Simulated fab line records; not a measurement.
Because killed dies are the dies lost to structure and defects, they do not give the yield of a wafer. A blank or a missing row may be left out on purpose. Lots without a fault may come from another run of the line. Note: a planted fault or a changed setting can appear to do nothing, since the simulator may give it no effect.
fab line records | flow nandHarc
[record] lots = 11 | wafers = 33 | lastDay = 24
route steps=1159 shown A_CHANNEL_FILL_D1@517 A_STAIRCASE@530 END@1159
lots that met no fault: from a run of the same line without faults
startH: hours from the record's first day to the start of the lot's first wafer shown | waitH: time in hours since the lot's previous step | " as in the row above | L1.1+2: several wafers, shown together as one row | - either no value or no given start | * or withheld: withheld | < > ~ a bound
route shown NAME@n: a module of which the file shows steps, and the number in the route of the first | usual: mean and standard deviation over wafers with no fault | same: alike in all rows | chamber/n: place in a boat | sites: per-site readings | _std_site: the standard deviation of these | _edge_site: outer sites' mean less inner sites' | radiusMm: for every site, how far away it sits from the centre of the wafer | mask NAME#n: copy n | behind: tool/chamber where the wafer was last shaped | hold: why the lot went on hold/how many hours it stayed there/how the hold came to an end | device: the transistor (n, p or np) that didn't switch | end of line: tests of these same wafers at the route's end | a step without rows: its recipe alone | killed: dies that structure and defects cost at the first sort, which is not the same as the wafer's yield | map: dies across one wafer; x = killed, . = not, _ = none there
set.NAME: the setting the step ran with; set.NAME@STEP: the setting that earlier step ran with | model.NAME: the simulator's own value behind a step, which no gauge read
one table for each step of the route and one row for each wafer, over a sample of lots
services: from which hour (startH, from the record's first day; less than 0 if before it) a tool's chamber was out of use, for how many hours, and why
[[steps]]
[step NHARC_A_CHANNEL_FILL_D1_RTA_24]
[recipe] tempC = 1000 | timeS = 5
[usual] lampPowerPct = 30.51/0.1 | wafer_temp_C_max = 1004.7/1.1
lot.wafer | tool         | chamber | startH | waitH | lampPowerPct | wafer_temp_C_max
L385.1    | rtpAnneal-01 | 0       | 227.93 | 0.0   | 30.56        | 1005.4
L385.2    | "            | 0       | "      | "     | 30.59        | 1006.6
L385.5    | "            | 0       | "      | "     | 30.53        | 1004.7
L386.2    | rtpAnneal-01 | 0       | 243.19 | 0.1   | 30.65        | 1003.7
L386.3    | "            | 0       | "      | "     | 30.62        | 1004.3
L386.5    | "            | 0       | "      | "     | 30.60        | 1005.4
L389.2    | rtpAnneal-01 | 0       | 251.97 | 0.1   | 30.63        | 1004.1
L389.3    | "            | 0       | "      | "     | 30.62        | 1004.9
L389.5    | "            | 0       | "      | "     | 30.63        | 1005.1
L390.2    | rtpAnneal-02 | 0       | 258.36 | 0.1   | 30.36        | 1003.6
L390.3    | "            | 0       | "      | "     | 30.39        | 1005.0
L390.6    | "            | 0       | "      | "     | 30.43        | 1004.0
L396.1    | rtpAnneal-01 | 0       | 298.33 | 0.0   | 30.61        | 1006.5
L396.4    | "            | 0       | "      | "     | 30.57        | 1004.8
L396.5    | "            | 0       | "      | "     | 30.55        | 1006.6
L397.1    | rtpAnneal-01 | 0       | 306.23 | 0.2   | 30.59        | 1004.1
L397.4    | "            | 0       | "      | "     | 30.57        | 1008.0
L397.6    | "            | 0       | "      | "     | 30.54        | 1006.4
L399.2    | rtpAnneal-01 | 0       | 326.56 | 0.2   | 30.59        | 1005.3
L399.3    | "            | 0       | "      | "     | 30.60        | 1005.9
L399.6    | "            | 0       | "      | "     | 30.61        | 1004.8
L403.1    | rtpAnneal-01 | 0       | 342.12 | 0.0   | 30.61        | 1006.3
L403.3    | "            | 0       | "      | "     | 30.58        | 1006.1
L403.4    | "            | 0       | "      | "     | 30.63        | 1005.4
L407.2    | rtpAnneal-02 | 0       | 359.15 | 0.1   | 30.41        | 1004.6
L407.4    | "            | 0       | "      | "     | 30.38        | 1003.4
L407.5    | "            | 0       | "      | "     | 30.41        | 1005.4
L408.2    | rtpAnneal-01 | 0       | 362.71 | 0.1   | 30.57        | 1006.3
L408.4    | "            | 0       | "      | "     | 30.55        | 1006.1
L408.6    | "            | 0       | "      | "     | 30.53        | 1005.1
L406.1    | rtpAnneal-01 | 0       | 368.99 | 0.0   | 30.58        | 1004.9
L406.3    | "            | 0       | "      | "     | 30.67        | 1006.8
L406.6    | "            | 0       | "      | "     | 30.55        | 1006.0
[step NHARC_A_STAIRCASE_DESCUM_168]
[recipe] timeS = 3 | o2FlowSccm = 200 | arFlowSccm = 0 | biasPowerW = 0 | chemistry = O2
[usual] chamberPressureMTorr = 60.00/0.053 | drypumpMotorCurrentA = 5.8/0.42 | mfcArSccm = 0.009/0.015 | oesProductAu = 0.997/0.013 | rfVppV = 57.9/0.88 | showerheadPlenumPTorr = 1.93/0.11 | throttleValvePct = 11.312/0.0095
lot.wafer | tool       | chamber | startH | waitH | chamberPressureMTorr | drypumpMotorCurrentA | mfcArSccm | oesProductAu | rfHoursCounterH | rfVppV | showerheadPlenumPTorr | throttleValvePct
L385.1    | rieDiel-12 | 1       | 229.18 | -     | 59.96                | 5.9                  | 0.043     | 0.999        | 6               | 57.8   | 2.07                  | 11.315
L385.2    | "          | 3       | "      | "     | 59.99                | 5.5                  | 0         | 1.018        | 8               | 59.4   | 1.98                  | 11.309
L385.5    | "          | 1       | "      | "     | 60.03                | 5.9                  | 0.043     | 1.003        | -               | 57.0   | 2.07                  | 11.328
L386.2    | rieDiel-12 | 0       | 244.62 | -     | 60.08                | 6.1                  | 0.011     | 0.980        | 10              | 57.6   | 2.00                  | 11.300
L386.3    | "          | 3       | "      | "     | 59.91                | 5.5                  | 0         | 1.018        | 11              | 58.4   | 1.98                  | 11.311
L386.5    | "          | 0       | "      | "     | 59.95                | 6.1                  | 0.011     | 0.995        | -               | 57.0   | 2.00                  | 11.296
L389.2    | rieDiel-05 | 1       | 253.31 | -     | 60.05                | 5.7                  | 0         | 0.999        | 32              | 56.8   | 1.89                  | 11.304
L389.3    | "          | 2       | "      | "     | 60.12                | 6.1                  | 0.001     | 0.986        | 31              | 57.2   | 1.83                  | 11.310
L389.5    | "          | 3       | "      | "     | 59.93                | 6.5                  | 0         | 1.012        | -               | 57.3   | 1.78                  | 11.332
L390.2    | rieDiel-05 | 2       | 259.62 | -     | 59.97                | 6.1                  | 0.001     | 0.986        | 33              | 57.4   | 1.83                  | 11.320
L390.3    | "          | 1       | "      | "     | 60.00                | 5.7                  | 0         | 0.984        | 33              | 59.3   | 1.89                  | 11.302
L390.6    | "          | 3       | "      | "     | 60.00                | 6.5                  | 0         | 1.001        | -               | 56.9   | 1.78                  | 11.308
L396.1    | rieDiel-11 | 2       | 299.74 | -     | 60.09                | 6.1                  | 0.001     | 0.972        | 42              | 57.9   | 2.06                  | 11.315
L396.4    | "          | 3       | "      | "     | 60.06                | 6.6                  | 0         | 1.007        | 43              | 57.7   | 1.79                  | 11.294
L396.5    | "          | 2       | "      | "     | 59.96                | 6.1                  | 0.001     | 0.981        | -               | 58.2   | 2.06                  | 11.312
L397.1    | rieDiel-12 | 0       | 307.48 | -     | 59.93                | 6.1                  | 0.011     | 0.994        | 31              | 58.2   | 1.99                  | 11.314
L397.4    | "          | 2       | "      | "     | 60.00                | 5.3                  | 0         | 0.983        | 31              | 56.9   | 1.81                  | 11.312
L397.6    | "          | 3       | "      | "     | 60.01                | 5.6                  | 0         | 1.016        | -               | 57.4   | 1.98                  | 11.294
L399.3    | rieDiel-12 | 3       | 327.91 | -     | 59.89                | 5.6                  | 0         | 1.018        | 36              | 59.7   | 1.97                  | 11.293
L399.2    | "          | 2       | "      | "     | 60.06                | 5.3                  | 0         | 0.999        | 37              | 57.4   | 1.81                  | 11.307
L399.6    | "          | 3       | "      | "     | 59.98                | 5.6                  | 0         | 1.003        | -               | 58.1   | 1.97                  | 11.325
L403.1    | rieDiel-11 | 3       | 343.37 | -     | 59.97                | 6.6                  | 0         | 1.009        | 58              | 57.0   | 1.79                  | 11.309
L403.3    | "          | 1       | "      | "     | 59.98                | 5.7                  | 0         | 1.019        | 61              | 57.0   | 2.04                  | 11.316
L403.4    | "          | 2       | "      | "     | 59.97                | 6.1                  | 0.001     | 0.996        | 58              | 57.5   | 2.06                  | 11.316
L407.4    | rieDiel-11 | 1       | 360.40 | -     | 60.01                | 5.7                  | 0         | 1.009        | 66              | 57.1   | 2.04                  | 11.310
L407.2    | "          | 2       | "      | "     | 59.95                | 6.1                  | 0.001     | 0.983        | 65              | 59.1   | 2.05                  | 11.315
L407.5    | "          | 1       | "      | "     | 59.92                | 5.7                  | 0         | 1.023        | -               | 57.8   | 2.04                  | 11.309
L408.2    | rieDiel-12 | 1       | 363.80 | -     | 60.06                | 5.9                  | 0.043     | 1.000        | 52              | 56.9   | 2.06                  | 11.334
L408.4    | "          | 3       | "      | "     | 59.98                | 5.5                  | 0         | 1.014        | 52              | 57.5   | 1.97                  | 11.295
L408.6    | "          | 2       | "      | "     | 59.96                | 5.3                  | 0         | 0.998        | -               | 58.1   | 1.80                  | 11.322
L406.3    | rieDiel-12 | 0       | 370.39 | -     | 60.15                | 6.0                  | 0.011     | 0.986        | 52              | 58.8   | 1.98                  | 11.321
L406.1    | "          | 1       | "      | "     | 60.00                | 5.9                  | 0.043     | 0.988        | 53              | 58.4   | 2.06                  | 11.320
L406.6    | "          | 1       | "      | "     | 60.09                | 5.9                  | 0.043     | 0.994        | -               | 57.2   | 2.06                  | 11.322
[step NHARC_A_STAIRCASE_ETCH_15]
[recipe] targetDepthA = 1000 | timeS = 40.5 | ionEnergyEv = 400 | c4f8FlowSccm = 20 | o2FlowSccm = 10 | arFlowSccm = withheld | rfW = 600 | biasW = 1000 | chemistry = C4F8/O2
[usual] chamberPressureMTorr = 25.001/0.023 | oesProductAu = 0.938/0.016 | rfFwdPowerW = 592.1/2.8 | rfVppV = 896/6.6 | runLengthS = 62.0/0.42
lot.wafer | tool       | chamber | startH | waitH | chamberPressureMTorr | oesProductAu | rfFwdPowerW | rfHoursCounterH | rfVppV | runLengthS
L385.2    | rieDiel-12 | 1       | 231.59 | -     | 25.027               | 0.924        | 591.1       | 7               | 906    | 62.3
L385.1    | "          | 3       | "      | "     | 24.978               | 0.950        | 596.5       | 8               | 901    | 62.2
L385.5    | "          | 1       | "      | "     | 24.995               | 0.936        | 590.4       | -               | 906    | 62.1
L386.2    | rieDiel-11 | 2       | 247.52 | -     | 25.030               | 0.918        | 587.3       | 18              | 906    | 61.7
L386.3    | "          | 0       | "      | "     | 25.028               | 0.914        | 590.7       | 21              | 889    | 62.0
L386.5    | "          | 2       | "      | "     | 24.980               | 0.912        | 586.8       | -               | 905    | 62.0
L389.2    | rieDiel-11 | 1       | 255.65 | -     | 25.031               | 0.960        | 591.7       | 22              | 906    | 62.1
L389.3    | "          | 3       | "      | "     | 24.949               | 0.938        | 594.6       | 23              | 889    | 61.7
L389.5    | "          | 0       | "      | "     | 24.995               | 0.944        | 594.8       | -               | 889    | 61.7
L390.2    | rieDiel-05 | 3       | 262.13 | -     | 25.004               | 0.946        | 592.7       | 34              | 887    | 63.1
L390.3    | "          | 0       | "      | "     | 24.981               | 0.944        | 592.5       | 34              | 896    | 61.9
L390.6    | "          | 3       | "      | "     | 24.993               | 0.951        | 591.6       | -               | 887    | 62.8
L396.1    | rieDiel-05 | 2       | 301.99 | -     | 25.041               | 0.940        | 596.0       | 51              | 889    | 62.8
L396.4    | "          | 3       | "      | "     | 25.020               | 0.951        | 590.0       | 48              | 887    | 62.8
L396.5    | "          | 0       | "      | "     | 24.989               | 0.950        | 597.6       | -               | 893    | 61.6
L397.4    | rieDiel-11 | 2       | 310.16 | -     | 24.956               | 0.926        | 587.1       | 46              | 905    | 74.1
L397.1    | "          | 3       | "      | "     | 24.998               | 0.936        | 592.5       | 46              | 889    | 61.7
L397.6    | "          | 2       | "      | "     | 25.009               | 0.925        | 586.4       | -               | 905    | 62.3
L399.3    | rieDiel-11 | 0       | 330.31 | -     | 24.991               | 0.956        | 591.7       | 49              | 889    | 74.5
L399.2    | "          | 1       | "      | "     | 24.992               | 0.976        | 586.5       | 54              | 904    | 74.3
L399.6    | "          | 1       | "      | "     | 24.982               | 0.965        | 589.4       | -               | 904    | 62.4
L403.4    | rieDiel-12 | 2       | 346.02 | -     | 25.005               | 0.920        | 592.6       | 44              | 890    | 62.2
L403.3    | "          | 3       | "      | "     | 25.011               | 0.939        | 593.2       | 44              | 901    | 62.4
L403.1    | "          | 0       | "      | "     | 24.991               | 0.910        | 590.4       | 45              | 901    | 61.3
L407.4    | rieDiel-05 | 1       | 362.73 | -     | 24.952               | 0.973        | 587.9       | 3               | 894    | 62.2
L407.2    | "          | 2       | "      | "     | 24.993               | 0.918        | 592.8       | 3               | 890    | 62.5
L407.5    | "          | 1       | "      | "     | 24.998               | 0.977        | 588.1       | -               | 894    | 61.3
L408.4    | rieDiel-12 | 1       | 365.98 | -     | 25.013               | 0.948        | 594.1       | 52              | 906    | 62.3
L408.2    | "          | 2       | "      | "     | 24.955               | 0.932        | 590.1       | 53              | 889    | 62.1
L408.6    | "          | 2       | "      | "     | 25.011               | 0.949        | 590.6       | -               | 888    | 62.3
L406.1    | rieDiel-12 | 0       | 372.74 | -     | 25.009               | 0.926        | 596.2       | 53              | 900    | 61.1
L406.3    | "          | 1       | "      | "     | 24.988               | 0.931        | 587.6       | 55              | 906    | 62.3
L406.6    | "          | 1       | "      | "     | 25.008               | 0.942        | 590.0       | -               | 905    | 62.4
[step NHARC_A_STAIRCASE_TRIM_18]
[recipe] timeS = 211.2 | o2FlowSccm = 500 | arFlowSccm = 0 | biasW = 0 | chemistry = O2
[usual] chamberPressureMTorr = 60.00/0.052 | drypumpMotorCurrentA = 5.9/0.5 | mfcArSccm = 0.005/0.011 | oesProductAu = 0.996/0.014 | rfVppV = 57.7/0.94 | showerheadPlenumPTorr = 3.51/0.18 | throttleValvePct = 17.038/0.0086
lot.wafer | tool       | chamber | startH | waitH | chamberPressureMTorr | drypumpMotorCurrentA | mfcArSccm | oesProductAu | rfHoursCounterH | rfVppV | showerheadPlenumPTorr | throttleValvePct
L385.1    | rieDiel-12 | 2       | -      | -     | 60.08                | 5.4                  | 0         | 0.985        | 8               | 55.9   | 3.36                  | 17.037
L385.2    | "          | 1       | "      | "     | 60.00                | 5.9                  | 0.043     | 0.991        | 7               | 58.5   | 3.80                  | 17.042
L385.5    | "          | 3       | "      | "     | 60.03                | 5.6                  | 0         | 1.006        | -               | 57.4   | 3.65                  | 17.044
L386.2    | rieDiel-11 | 0       | -      | -     | 60.06                | 5.8                  | 0.015     | 1.004        | 21              | 56.9   | 3.37                  | 17.039
L386.3    | "          | 1       | "      | "     | 59.90                | 5.7                  | 0         | 1.015        | 19              | 57.5   | 3.77                  | 17.020
L386.5    | "          | 3       | "      | "     | 59.95                | 6.6                  | 0         | 0.996        | -               | 57.4   | 3.33                  | 17.033
L389.3    | rieDiel-11 | 0       | -      | -     | 60.03                | 5.8                  | 0.015     | 0.991        | 24              | 58.6   | 3.37                  | 17.030
L389.2    | "          | 1       | "      | "     | 59.95                | 5.7                  | 0         | 0.993        | 22              | 59.2   | 3.77                  | 17.041
L389.5    | "          | 3       | "      | "     | 60.00                | 6.7                  | 0         | 0.988        | -               | 58.1   | 3.33                  | 17.029
L390.2    | rieDiel-05 | 0       | -      | -     | 60.00                | 4.8                  | 0.004     | 0.991        | 34              | 57.2   | 3.49                  | 17.037
L390.3    | "          | 1       | "      | "     | 60.01                | 5.7                  | 0         | 0.990        | 34              | 56.8   | 3.49                  | 17.027
L390.6    | "          | 3       | "      | "     | 59.98                | 6.5                  | 0         | 1.011        | -               | 56.3   | 3.30                  | 17.031
L396.4    | rieDiel-05 | 1       | -      | -     | 59.97                | 5.7                  | 0         | 0.996        | 51              | 56.2   | 3.48                  | 17.040
L396.1    | "          | 3       | "      | "     | 59.99                | 6.5                  | 0         | 1.017        | 48              | 57.4   | 3.29                  | 17.021
L396.5    | "          | 1       | "      | "     | 60.03                | 5.7                  | 0         | 0.991        | -               | 57.7   | 3.48                  | 17.040
L397.4    | rieDiel-11 | 3       | -      | -     | 59.99                | 6.6                  | 0         | 0.999        | 47              | 57.4   | 3.32                  | 17.027
L397.1    | "          | 0       | "      | "     | 59.97                | 5.8                  | 0.015     | 1.012        | 43              | 57.8   | 3.36                  | 17.036
L397.6    | "          | 3       | "      | "     | 59.93                | 6.6                  | 0         | 1.000        | -               | 56.4   | 3.32                  | 17.050
L399.3    | rieDiel-11 | 0       | -      | -     | 60.09                | 5.8                  | 0.015     | 1.004        | 49              | 59.0   | 3.36                  | 17.044
L399.2    | "          | 3       | "      | "     | 59.99                | 6.6                  | 0         | 1.003        | 52              | 57.3   | 3.32                  | 17.024
L399.6    | "          | 0       | "      | "     | 60.00                | 5.8                  | 0.015     | 1.006        | -               | 57.1   | 3.36                  | 17.026
L403.4    | rieDiel-12 | 1       | -      | -     | 60.04                | 6.0                  | 0.043     | 0.978        | 45              | 57.9   | 3.78                  | 17.038
L403.3    | "          | 3       | "      | "     | 60.03                | 5.5                  | 0         | 1.001        | 45              | 59.2   | 3.63                  | 17.042
L403.1    | "          | 0       | "      | "     | 60.02                | 6.1                  | 0.011     | 0.967        | 45              | 58.4   | 3.65                  | 17.044
L407.4    | rieDiel-05 | 1       | -      | -     | 60.01                | 5.7                  | 0         | 1.029        | 3               | 56.2   | 3.47                  | 17.043
L407.2    | "          | 3       | "      | "     | 59.98                | 6.5                  | 0         | 1.003        | 3               | 58.4   | 3.81                  | 17.025
L407.5    | "          | 2       | "      | "     | 60.03                | 6.1                  | 0.001     | 0.977        | -               | 58.5   | 3.36                  | 17.030
L408.4    | rieDiel-12 | 3       | -      | -     | 59.88                | 5.5                  | 0         | 1.003        | 52              | 57.1   | 3.62                  | 17.042
L408.2    | "          | 0       | "      | "     | 60.04                | 6.1                  | 0.011     | 0.971        | 51              | 59.1   | 3.65                  | 17.025
L408.6    | "          | 2       | "      | "     | 59.96                | 5.4                  | 0         | 0.994        | -               | 55.8   | 3.34                  | 17.043
L406.3    | rieDiel-12 | 3       | -      | -     | 60.04                | 5.6                  | 0         | 1.006        | 56              | 57.9   | 3.62                  | 17.050
L406.1    | "          | 0       | "      | "     | 60.02                | 6.1                  | 0.011     | 0.975        | 56              | 59.3   | 3.65                  | 17.044
L406.6    | "          | 0       | "      | "     | 60.08                | 6.1                  | 0.011     | 0.978        | -               | 58.5   | 3.65                  | 17.031
[step NHARC_END_SORT_01]
[recipe] tempC = 25
[usual] killedAtArray = 25/10 | killedAtOther = 0.6/0.91 | killedAtPeriphery = 3.6/2.9 | killedDies = 29/10 | killedOpen = 3.3/2 | killedShort = 1.9/1.5
[same] grossDies = 677
lot.wafer | tool      | chamber | startH | waitH | killedAtArray | killedAtOther | killedAtPeriphery | killedDies | killedOpen | killedShort
L397.1    | prober-02 | 0       | 507.23 | 2.5   | 30            | 1             | 3                 | 34         | 2          | 3
L397.4    | prober-02 | 0       | 509.61 | 3.4   | 674           | 1             | 2                 | 677        | 4          | 3
L397.6    | prober-02 | 0       | 511.19 | 4.0   | 27            | 1             | 2                 | 30         | 6          | 2
L399.2    | prober-02 | 0       | 533.20 | 2.8   | 674           | 0             | 3                 | 677        | 7          | 0
L399.3    | prober-02 | 0       | 533.99 | 3.1   | 677           | 0             | 0                 | 677        | 2          | 1
L399.6    | prober-02 | 0       | 536.37 | 4.0   | 50            | 0             | 0                 | 50         | 2          | 1
// killed by level:class
L397.1 A_SLIT:chamberFilmFlake=14 A_STAIRCASE:chamberFilmFlake=6 A_CONTACT:chamberFilmFlake=4 A_CHANNEL_HOLE_D1:geometricParticle:short=2 A_CHANNEL_HOLE_D1:chamberFilmFlake=2 P_M0:geometricParticle:open=1 P_M0:geometricParticle:short=1 P_M1:geometricParticle:open=1
L397.4 A_STAIRCASE:areaEtch=646 A_SLIT:chamberFilmFlake=12 A_CHANNEL_HOLE_D1:chamberFilmFlake=3 A_STAIRCASE:chamberFilmFlake=3 A_CONTACT:chamberFilmFlake=2 P_CONTACT:geometricParticle:open=1 A_CHANNEL_FILL_D1:geometricParticle:short=1 A_SGD_CUT:geometricParticle:short=1
L397.6 A_SLIT:chamberFilmFlake=12 A_CHANNEL_HOLE_D1:chamberFilmFlake=3 A_STAIRCASE:chamberFilmFlake=3 A_CONTACT:geometricParticle:open=2 P_GATE:chamberFilmFlake=2 A_ONON_D1:geometricParticle:open=1 A_CHANNEL_HOLE_D1:geometricParticle:short=1 A_CHANNEL_FILL_D1:geometricParticle:open=1
L399.2 A_STAIRCASE:areaEtch=619 A_CHANNEL_HOLE_D1:chamberFilmFlake=25 A_SLIT:chamberFilmFlake=13 A_ZERO_WELL:chamberFilmFlake=4 A_STAIRCASE:chamberFilmFlake=4 A_WL_FILL:chamberFilmFlake=3 P_STI:geometricParticle:open=1 P_GATE:geometricParticle:open=1
L399.3 A_STAIRCASE:areaEtch=628 A_CHANNEL_HOLE_D1:chamberFilmFlake=16 A_SLIT:chamberFilmFlake=13 A_CONTACT:chamberFilmFlake=7 A_STAIRCASE:chamberFilmFlake=5 A_ZERO_WELL:chamberFilmFlake=2 A_WL_FILL:chamberFilmFlake=2 A_CHANNEL_HOLE_D1:geometricParticle:short=1
L399.6 A_CHANNEL_HOLE_D1:chamberFilmFlake=23 A_SLIT:chamberFilmFlake=15 A_STAIRCASE:chamberFilmFlake=3 A_WL_FILL:chamberFilmFlake=3 A_CONTACT:chamberFilmFlake=3 A_CONTACT:geometricParticle:open=2 A_CHANNEL_FILL_D1:geometricParticle:short=1
[[services]]
tool         | chamber | startH | hours | kind
rieDiel-12   | 0       | 211.53 | -     | clean
rieDiel-12   | 1       | 211.53 | -     | clean
rieDiel-12   | 1       | 211.53 | -     | consumableReplace:showerhead
rieDiel-12   | 2       | 211.53 | -     | clean
rieDiel-12   | 3       | 211.53 | -     | clean
rieDiel-12   | 0       | 236.04 | -     | clean
rieDiel-12   | 1       | 236.04 | -     | clean
rieDiel-12   | 2       | 236.04 | -     | clean
rieDiel-12   | 3       | 236.04 | -     | clean
rieDiel-11   | 2       | 242.83 | 4.5   | repair
rieDiel-11   | 0       | 259.02 | 6.5   | repair
rieDiel-12   | 0       | 260.54 | -     | clean
rieDiel-12   | 1       | 260.54 | -     | clean
rieDiel-12   | 2       | 260.54 | -     | clean
rieDiel-12   | 3       | 260.54 | -     | clean
rieDiel-12   | 0       | 285.04 | -     | clean
rieDiel-12   | 1       | 285.04 | -     | clean
rieDiel-12   | 2       | 285.04 | -     | clean
rieDiel-12   | 3       | 285.04 | -     | clean
rtpAnneal-02 | -       | 300.00 | 12.0  | pm
rieDiel-12   | 0       | 309.54 | -     | clean
rieDiel-05   | -       | 340.65 | 9.0   | pm
rieDiel-11   | -       | 366.55 | 9.0   | pm
rieDiel-05   | 0       | 372.58 | 1.2   | repair
[[key]]
[firstSign] step = NHARC_A_STAIRCASE_ETCH_15 | reading = runLengthS | direction = up | sigmas = 29 | usual = * | struck = *
[effect] step = NHARC_END_SORT_01 | reading = killedDies | direction = up | sigmas = 63 | usual = 29 | struck = 677
[moreKillsBornAt] NHARC_A_STAIRCASE_ETCH_15@rieDiel-11 = 1893
metAt NHARC_A_STAIRCASE_ETCH_15
struckLots L397,L399
struckWafers L397.4,L399.2,L399.3
laterRowsLeftOut L397.4,L399.2,L399.3
testerLeftOut L397,L399
notActingAt NHARC_A_CHANNEL_FILL_D1_RTA_24,NHARC_A_STAIRCASE_DESCUM_168,NHARC_A_STAIRCASE_TRIM_18
onsetBetween 255.65 310.16
[fault] kind = processParameterDrift | tool = rieDiel-11 | chamber = - | onsetH = 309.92 | steps = NHARC_A_STAIRCASE_ETCH_15 | channel = timeS | offset = * | shape = step | endH = 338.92 | scope = struckWafersOnly | actsIn = * | stated = *
// testerLeftOut: of these lots the tester's yield and bins aren't shown, on N5 and GAA mostly nor the transistor test; their killed dies are dies lost to structure and defects alone, not to doping, threshold or leakage, so they don't give the yield
// laterRowsLeftOut: the simulator's readings of these wafers behind a module that went badly wrong aren't trusted and aren't shown, but for the sort
